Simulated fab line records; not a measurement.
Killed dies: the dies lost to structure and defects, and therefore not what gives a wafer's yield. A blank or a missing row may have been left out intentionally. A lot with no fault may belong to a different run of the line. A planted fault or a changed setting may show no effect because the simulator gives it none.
fab line records    flow n5-finfet
record lots=13  wafers=38  last-day=21
route steps=1938 shown BEOL_M7@1314 TV_LITHO@1886 PASSIVATION@1906
lots with no fault: from the same line, run without faults
start-h: hours from the record's first day to the start of the lot's first wafer shown    wait-h: hours elapsed since this lot's preceding step    " as in the row above    L1.1+2: several wafers, shown together as one row    - value missing, or start not given    * or withheld: withheld    < > ~ a bound
route shown NAME@n: NAME is a module with steps in the file, n the number in the route of the first one    usual: mean/standard deviation taken from wafers without a fault    same: alike in all rows    chamber/n: place in a boat    sites: each site's reading    _std_site: the standard deviation of these    _edge_site: the outer-site mean with the inner-site mean subtracted    radius-mm: how far each site lies from the wafer's centre    mask NAME#n: copy n    behind: the most recent tool/chamber to have shaped the wafer    hold: cause of the lot's hold/its duration in hours/its outcome    device: the n, p or np transistor that did not switch    end of line: the route-end tests of the same wafers    where a step has no rows: the recipe by itself    killed: at the first sort, the dies lost to defects and structure; wafer yield is something else    map: the dies of a wafer, with x for killed, . for not killed, _ for no die there
set.NAME: the setting the step ran with; set.NAME@STEP: the setting that earlier step ran with    model.NAME: the simulator's own value behind a step, which no gauge read
steps of the route over a sample of lots; a table a step, a row a wafer
services: a tool's chamber out of use, with start hour (start-h, from the record's first day; less than 0 if before it), hours out, and reason
## steps
# step N5_BEOL_M7_PRECLEAN_42
# recipe chemistry=residue-remover  time-s=60  temp-c=40
lot.wafer   tool          chamber  start-h  wait-h
L730.1+4+6  wet-bench-05  5,4,3    271.17   0.0
L731.2+4    wet-bench-06  7,2      297.02   0.0
L732.2+4+6  wet-bench-04  1,5,6    298.52   0.0
L736.2+4+5  wet-bench-05  6,3,2    304.03   0.0
L734.2+4+5  wet-bench-06  4,6,5    307.47   0.0
L738.3+4+6  wet-bench-05  1,2,5    312.84   0.0
L735.4+5+6  wet-bench-04  4,2,1    316.57   0.0
L745.1+2+4  wet-bench-05  4,3,2    381.63   0.0
L743.1+2+6  wet-bench-05  1,6,4    384.64   0.0
L748.2+3+5  wet-bench-05  4,1,6    389.89   0.0
L750.2+3+4  wet-bench-04  7,1,6    392.84   0.0
L752.1+2+5  wet-bench-05  2,5,1    395.60   0.0
L751.1+2+6  wet-bench-04  0,2,1    413.95   0.0
# step N5_PASSIVATION_DESCUM_12
# recipe chemistry=O2  time-s=7.9  source-power-w=50  bias-power-w=20  pressure-mtorr=20  rf-frequency-hz=2.712e+07  temp-c=40  o2-flow-sccm=225
# usual drypump-motor-current-A=5.6/0.43  oes-product-au=0.79/0.087  rf-vpp-V=243.3/1.4  showerhead-plenum-p-Torr=2.10/0.085  throttle-valve-pct=20.39/0.25
lot.wafer  tool         chamber  start-h  wait-h  drypump-motor-current-A  oes-product-au  rf-hours-counter-h  rf-vpp-V  showerhead-plenum-p-Torr  throttle-valve-pct
L730.1     rie-diel-06  2        349.97   0.8     5.6                      0.96            10                  243.5     2.04                      19.85
L730.4     "            1        "        "       5.5                      0.76            136                 244.8     2.19                      20.28
L730.6     "            0        "        "       5.8                      0.76            -                   243.8     2.05                      20.48
L731.2     rie-diel-06  0        364.10   0.0     5.8                      0.74            181                 243.3     2.05                      20.47
L731.4     "            3        "        "       6.0                      0.87            59                  243.3     2.11                      20.36
L732.2     rie-diel-05  2        364.26   0.0     6.1                      0.73            181                 246.6     2.17                      20.36
L732.4     "            2        "        "       6.1                      0.73            -                   244.6     2.17                      20.37
L732.6     "            0        "        "       5.0                      0.68            -                   241.8     1.99                      20.70
L734.2     rie-diel-05  3        369.82   0.1     5.7                      0.69            219                 241.1     1.97                      20.31
L734.4     "            0        "        "       5.0                      0.69            -                   240.8     1.99                      20.71
L734.5     "            2        "        "       6.1                      0.73            -                   245.0     2.17                      20.36
L736.2     rie-diel-05  1        388.35   0.4     5.5                      0.95            1                   243.6     2.11                      20.05
L736.4     "            3        "        "       5.8                      0.69            225                 242.3     1.97                      20.30
L736.5     "            3        "        "       5.7                      0.68            -                   240.6     1.97                      20.33
L738.3     rie-diel-06  2        399.65   0.0     5.6                      0.92            22                  242.4     2.04                      19.88
L738.4     "            0        "        "       5.8                      0.74            190                 243.3     2.05                      20.48
L738.6     "            1        "        "       5.5                      0.75            -                   245.1     2.19                      20.31
L735.4     rie-diel-06  1        403.37   0.3     5.6                      0.75            -                   243.8     2.19                      20.30
L735.5     "            3        "        "       6.0                      0.85            -                   243.6     2.11                      20.37
L735.6     "            2        "        "       5.6                      0.92            -                   241.2     2.04                      19.86
L745.1     rie-diel-05  1        460.21   0.1     5.5                      0.89            26                  242.1     2.10                      20.07
L745.2     "            3        "        "       5.7                      0.66            250                 240.8     1.96                      20.36
L745.4     "            1        "        "       5.5                      0.89            -                   245.1     2.10                      20.10
L743.1     rie-diel-02  3        461.09   0.3     5.7                      0.77            162                 241.8     1.99                      20.72
L743.2     "            2        "        "       5.0                      0.87            42                  242.8     2.14                      20.27
L743.6     "            0        "        "       4.8                      0.85            -                   244.3     2.22                      20.78
L752.1     rie-diel-06  0        472.40   0.0     5.8                      0.73            209                 243.4     2.04                      20.53
L752.2     "            2        "        "       5.5                      0.89            42                  242.5     2.03                      19.90
L752.5     "            1        "        "       5.5                      0.73            -                   244.2     2.18                      20.33
L748.2     rie-diel-05  2        484.94   0.4     6.1                      0.70            224                 245.4     2.15                      20.43
L748.3     "            1        "        "       5.6                      0.87            37                  242.3     2.10                      20.10
L748.5     "            1        "        "       5.6                      0.86            -                   244.3     2.10                      20.10
L750.2     rie-diel-02  3        488.43   0.0     5.7                      0.76            172                 243.2     1.99                      20.76
L750.3     "            1        "        "       6.4                      0.74            170                 244.9     2.20                      20.59
L750.4     "            2        "        "       5.0                      0.85            52                  243.4     2.13                      20.29
L751.1     rie-diel-06  3        488.96   0.0     6.0                      0.83            96                  244.0     2.10                      20.41
L751.2     "            1        "        "       5.5                      0.72            177                 243.4     2.18                      20.34
L751.6     "            0        "        "       5.8                      0.71            -                   243.8     2.04                      20.53
# step N5_PASSIVATION_OVL_MEAS_63
# recipe points-per-wafer=44
# usual PAD_OVL=-1/4.6
lot.wafer  tool        chamber  start-h  wait-h  PAD_OVL[nm]
L730.1     overlay-02  0        351.54   0.0     0
L730.4     "           0        "        "       -1
L730.6     "           0        "        "       0
L731.2     overlay-02  0        365.48   0.0     -7
L731.4     "           0        "        "       -5
L732.2     overlay-02  0        365.81   0.0     -9
L732.4     "           0        "        "       -4
L732.6     "           0        "        "       -10
L734.2     overlay-02  0        371.86   0.0     1
L734.4     "           0        "        "       3
L734.5     "           0        "        "       -1
L736.2     overlay-02  0        390.02   0.0     -3
L736.4     "           0        "        "       -3
L736.5     "           0        "        "       -3
L738.3     overlay-02  0        401.35   0.0     4
L738.4     "           0        "        "       3
L738.6     "           0        "        "       0
L735.4     overlay-01  0        404.99   0.0     -4
L735.5     "           0        "        "       -1
L735.6     "           0        "        "       -7
L745.1     overlay-02  0        462.20   0.0     1
L745.2     "           0        "        "       -7
L745.4     "           0        "        "       -3
L743.1     overlay-02  0        462.70   0.1     -8
L743.2     "           0        "        "       -7
L743.6     "           0        "        "       -9
L752.1     overlay-02  0        474.16   0.0     -6
L752.2     "           0        "        "       3
L752.5     "           0        "        "       -3
L748.2     overlay-02  0        486.66   0.0     1
L748.3     "           0        "        "       9
L748.5     "           0        "        "       3
L750.2     overlay-02  0        490.16   0.0     1
L750.3     "           0        "        "       -3
L750.4     "           0        "        "       -2
L751.1     overlay-02  0        490.58   0.0     -5
L751.2     "           0        "        "       -3
L751.6     "           0        "        "       -8
# step N5_PASSIVATION_PROBE_49
# usual defect-limited-yield=90.9/1.6  killed_at_M0_to_M3=37/11  killed_at_M4_up=15/5.6  killed-at-contacts=13/6.4  killed-at-front-end=39/11  killed-at-other=4/3.1  killed-dies=107/19  killed-open=71/14  killed-short=34/7.8  sort_bin_4_leakage=0.01/0.053  sort_bin_5_function=5.3/1  sort_bin_6_memory=3.4/0.72  sort_bin_8_speed=0.0/0.42  sort-n-pass=1072/20  sort-yield-pct=90.9/1.7
# same gross-dies=1180  killed-at-back-side=0
lot.wafer  tool       chamber  start-h  wait-h  defect-limited-yield[%]  killed_at_M0_to_M3  killed_at_M4_up  killed-at-contacts  killed-at-front-end  killed-at-other  killed-dies  killed-open  killed-short  sort_bin_4_leakage[%]  sort_bin_5_function[%]  sort_bin_6_memory[%]  sort_bin_8_speed[%]  sort-n-pass  sort-yield-pct[%]
L743.1     prober-01  -        467.93   0.0     92.6                     35                  6                11                  31                   4                87           50           37            0                      4.1                     3.3                   0                    1093         92.6
L743.2     prober-01  -        467.98   0.1     77.9                     49                  166              17                  24                   5                261          68           40            0                      12.1                    4.2                   0                    919          77.9
L743.6     prober-01  -        468.18   0.3     92.9                     30                  12               15                  25                   2                84           56           26            0                      4.0                     3.1                   0                    1096         92.9
L748.2     prober-02  -        491.57   0.1     91.0                     26                  17               9                   51                   3                106          64           40            0                      5.3                     3.4                   0                    1074         91.0
L748.3     prober-02  -        491.62   0.1     89.7                     29                  25               14                  52                   1                121          81           35            0                      5.8                     4.2                   0                    1059         89.7
L748.5     prober-02  -        491.72   0.2     79.3                     33                  162              11                  35                   3                244          65           29            0                      12.7                    3.6                   0                    936          79.3
# killed by level:class
L743.1 MOL_CONTACT_COAG:geometric-particle:open=9 BEOL_M0_SAQP:geometric-particle:open=9 BEOL_M0_SAQP:geometric-particle:short=9 BEOL_M1:geometric-particle:open=8 FIN_SAQP:geometric-particle:short=7 FIN_SAQP:geometric-particle:open=5 GATE_CUT:geometric-particle:short=5 STI_FIN_REVEAL:geometric-particle:open=4
L743.2 BEOL_M7:unspecified=152 BEOL_M1:geometric-particle:open=15 MOL_CONTACT_COAG:geometric-particle:open=14 BEOL_M0_SAQP:geometric-particle:short=9 BEOL_M0_SAQP:geometric-particle:open=7 BEOL_M4:geometric-particle:open=7 BEOL_M3:geometric-particle:open=5 BEOL_M1:geometric-particle:short=5
L743.6 MOL_CONTACT_COAG:geometric-particle:open=9 BEOL_M0_SAQP:geometric-particle:open=7 STI_FIN_REVEAL:geometric-particle:open=6 BEOL_M1:geometric-particle:open=6 BEOL_M0_SAQP:geometric-particle:short=6 MOL_CONTACT_COAG:geometric-particle:short=5 BEOL_M3:geometric-particle:open=5 BEOL_M4:geometric-particle:open=5
L748.2 FIN_SAQP:geometric-particle:short=12 FIN_SAQP:geometric-particle:open=11 BEOL_M4:geometric-particle:open=10 STI_FIN_REVEAL:geometric-particle:open=9 MOL_CONTACT_COAG:geometric-particle:open=9 BEOL_M1:geometric-particle:open=6 STI_FIN_REVEAL:geometric-particle:short=5 BEOL_M0:geometric-particle:open=4
L748.3 STI_FIN_REVEAL:geometric-particle:open=15 MOL_CONTACT_COAG:geometric-particle:open=10 BEOL_M4:geometric-particle:open=10 FIN_SAQP:geometric-particle:short=9 FIN_SAQP:geometric-particle:open=8 BEOL_M1:geometric-particle:open=7 BEOL_M0_SAQP:geometric-particle:short=5 BEOL_M5:geometric-particle:short=5
L748.5 BEOL_M7:unspecified=149 STI_FIN_REVEAL:geometric-particle:open=10 BEOL_M0_SAQP:geometric-particle:open=10 BEOL_M0_SAQP:geometric-particle:short=8 FIN_SAQP:geometric-particle:open=7 MOL_CONTACT_COAG:geometric-particle:open=6 DUMMY_GATE:geometric-particle:open=5 MOL_CONTACT_COAG:geometric-particle:short=5
## services
tool          chamber  start-h  hours  kind
rie-diel-06   3        272.62   3.0    repair
rie-diel-05   0        278.72   5.3    repair
rie-diel-06   0        285.76   6.9    repair
rie-diel-06   2        292.73   -      clean
rie-diel-06   2        292.73   -      consumable-replace:focus-ring
rie-diel-06   2        292.73   33.7   scheduled-down
rie-diel-06   2        292.73   33.7   vent-cycle
wet-bench-05  -        325.24   4.4    pm
wet-bench-06  -        336.67   1.9    pm
rie-diel-05   0        344.40   2.8    repair
rie-diel-05   1        347.18   -      clean
rie-diel-05   1        347.18   -      consumable-replace:esc
rie-diel-05   1        347.18   -      consumable-replace:focus-ring
rie-diel-05   1        347.18   37.7   scheduled-down
rie-diel-05   1        347.18   37.7   vent-cycle
rie-diel-02   1        367.74   5.0    repair
wet-bench-04  -        379.98   2.6    repair
rie-diel-06   0        401.30   8.8    repair
rie-diel-06   0        411.47   6.5    repair
rie-diel-02   2        417.51   2.8    repair
rie-diel-06   2        431.53   15.6   repair
wet-bench-06  -        439.57   2.2    repair
rie-diel-05   0        444.10   -      clean
rie-diel-05   0        444.10   -      consumable-replace:focus-ring
## key
first-sign step=N5_PASSIVATION_PROBE_49  reading=killed_at_M4_up  direction=up  sigmas=26  usual=15  struck=164
effect step=N5_PASSIVATION_PROBE_49  reading=defect-limited-yield  direction=down  sigmas=7.7  usual=90.9  struck=78.6
more-kills-born-at N5_BEOL_M7_PRECLEAN_42@wet-bench-05=301
met-at N5_BEOL_M7_PRECLEAN_42
struck-lots L743,L748
struck-wafers L743.2,L748.5
not-acting-at N5_PASSIVATION_DESCUM_12,N5_PASSIVATION_OVL_MEAS_63
onset-between 304.03 384.64
fault kind=chamber-particle-source  tool=wet-bench-05  chamber=6  onset-h=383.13  steps=N5_BEOL_M7_PRECLEAN_42  rate-per-visit-cm2=2.0532  end-h=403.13
